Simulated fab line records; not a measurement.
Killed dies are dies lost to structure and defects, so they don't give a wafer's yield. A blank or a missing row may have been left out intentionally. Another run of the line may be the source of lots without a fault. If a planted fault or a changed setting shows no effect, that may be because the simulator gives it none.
A struck lot beside a sound one / flow n5Finfet / 38 out of 1938 route steps
Sound: these wafers, L394.1, L394.2, L394.3. Struck: wafer L400.5 (left out: L400.2, L400.3 of the same lot, which were not struck); the cause appears at the end.
At each step with rows: each side's tool, then ch and its chambers, then its first start. Under that, the readings that differ: sound wafers / struck wafers / difference of the means / sigmas: that difference in standard deviations of wafers without a fault.
alike: same words and numbers on both sides, and readings whose means sit less than 2 such deviations apart. not compared: any withheld reading, any reading some wafer has no value for, any bound like >300 that may hide the same value, and any number with overlapping values for which the record gives no deviation.
Wherever a step has rows on one side only, a row that says differs or no value, or a row with sigmas, the two part there. When numbers do not overlap yet have no deviation, they are printed without sigmas and do not part them. A reading missing from all wafers of one side parts the sides only when that side holds two or more wafers.

first, 10 steps without rows for these wafers: N5_FIN_SAQP_DESCUM_21 (chemistry O2, time 7.9 s); N5_FIN_SAQP_ETCH_51 (etches SiARC in CF4, target depth 45.5 nm, time 75.8 s); N5_FIN_SAQP_ETCH_52 (etches SOC in N2/H2, target depth 100 nm, overetch 20 nm, time 150 s); N5_FIN_SAQP_STRIP_53 (strips in N2/H2); N5_FIN_SAQP_HM_OPEN_73 (chemistry CHF3/O2, target SiO2, stops on a-Si, target depth 12 nm, time 16.8 s); N5_FIN_SAQP_STRIP_74 (strips in CHF3/O2); N5_FIN_SAQP_MANDREL_ETCH_22 (etches a-Si in HBr/Cl2, stops on SiNx, target depth 60 nm, bt time 10 s, time 30 s); N5_FIN_SAQP_STRIP_55 (strips in N2/H2); N5_FIN_SAQP_STRIP_23 (strips in SPM, time 750 s); N5_FIN_SAQP_SRD_66 (time 30 s).
N5_FIN_SAQP_RECESS_75: chemistry HF/NH3, target SiO2, target depth 14.4 nm, afs cycles 3, sublimation time 60 s.
  sound on vaporEtch-01 ch 0,1, day 6 06:24; struck on vaporEtch-01 ch 1, day 7 15:41
  alike: drypumpMotorCurrentA, tempC
then, 23 steps without rows for these wafers: N5_FIN_SAQP_SPACER1_ALD_24 (deposits SiO2, target thk 20.3 nm, pulse time 1 s, purge time 2 s); N5_FIN_SAQP_SPACER1_ETCHBACK_25 (etches SiO2 in CHF3/O2, target depth 24.4 nm, time 12.2 s); N5_FIN_SAQP_MANDREL1_REMOVE_56 (chemistry HBr/Cl2/O2, target a-Si, stops on SiNx, bt time 10 s); N5_FIN_SAQP_ETCH_57 (etches SiNx in CH3F/O2, target depth 32.5 nm, time 46.4 s); N5_FIN_SAQP_ETCH_65 (etches SiO2 in CF4, target depth 4 nm, time 4.4 s); N5_FIN_SAQP_MANDREL_ETCH_58 (etches a-Si in HBr/Cl2, stops on SiNx, target depth 45 nm, bt time 10 s, time 27 s); N5_FIN_SAQP_RECESS_63 (chemistry HF/NH3, target SiO2, target depth 18 nm, afs cycles 3, sublimation time 60 s); N5_FIN_SAQP_COAT_68 (time 60 s, resist thk 100 nm); N5_FIN_SAQP_ETCH_69 (etches SOC in N2/H2, stops on SiNx, target depth 150 nm); N5_FIN_SAQP_ETCH_67 (etches SiNx in CH3F/O2, target depth 30 nm); N5_FIN_SAQP_STRIP_70 (strips in N2/H2); N5_FIN_SAQP_RECESS_71 (chemistry HF/NH3, target SiO2, target depth 3 nm, afs cycles 1, sublimation time 60 s); N5_FIN_SAQP_SPACER2_ALD_28 (deposits SiO2, target thk 8.1 nm, pulse time 1 s, purge time 2 s); N5_FIN_SAQP_SPACER2_ETCHBACK_29 (etches SiO2 in CHF3/O2, target depth 12.2 nm, time 6.1 s); N5_FIN_SAQP_MANDREL2_REMOVE_60 (chemistry HBr/Cl2/O2, target a-Si, stops on SiNx, bt time 10 s); N5_FIN_SAQP_HM_OPEN_33 (chemistry CH3F/O2, target SiNx, target depth 49.4 nm, time 70.6 s); N5_FIN_SAQP_ETCH_34 (etches SiO2 in C4F6/O2, target depth 45 nm, time 15 s); N5_FIN_SAQP_STRIP_77 (strips in N2/H2, time 90 s); N5_FIN_SAQP_ETCH_64 (etches SiO2 in CF4, target depth 1.5 nm); N5_FIN_SAQP_FIN_ETCH_36 (etches the open film in HBr/Cl2/O2, target depth 120 nm, time 50.4 s); N5_FIN_SAQP_PRECLEAN_38 (cleans in O3/DIW, time 45 s); N5_FIN_SAQP_PRECLEAN_45 (cleans in dHF, time 10 s); N5_FIN_SAQP_SRD_39 (time 30 s).
N5_FIN_SAQP_INSPECT_40: inspects for defects (brightfield).
  sound on defectInspect-01, day 6 10:04; struck on defectInspect-02, day 7 19:55
reading=rawDefectCount; sound=198 190 202; struck=1207; difference=+1010; sigmas=+14
N5_FIN_CUT_INSPECT_10: inspects for defects (brightfield).
  sound on defectInspect-02, day 6 10:35; struck on defectInspect-01, day 7 20:26
reading=rawDefectCount; sound=54 38 43; struck=936; difference=+891; sigmas=+69
-- here the record skips 6 days between the struck wafers' starts before and after, leaving off in module FIN_CUT and picking up in module BEOL_M4 (first step shown: number 1111 of the route) --
N5_BEOL_M4_RC_MEAS_101:
  sound on prober-02 ch 0, day 11 20:56; struck on prober-02 ch 0, day 14 04:25
  alike: DIBL_N, DIBL_P, IOFF_N, IOFF_P, ION_N, ION_P, SS_N, SS_P, VT_N, VT_P
-- a jump in the record: the struck wafers' starts before and after are 5 days apart (it breaks off in module BEOL_M4 and resumes in module PASSIVATION, where the first step shown is number 1936 of the route) --
N5_PASSIVATION_PROBE_49:
  the record has rows for the struck wafers here (prober-02, day 18 22:08) and none for the sound ones

WHERE THEY PART
At N5_FIN_SAQP_INSPECT_40 first; at N5_PASSIVATION_PROBE_49 last (within this record only).

WHY: the cause the simulator had injected
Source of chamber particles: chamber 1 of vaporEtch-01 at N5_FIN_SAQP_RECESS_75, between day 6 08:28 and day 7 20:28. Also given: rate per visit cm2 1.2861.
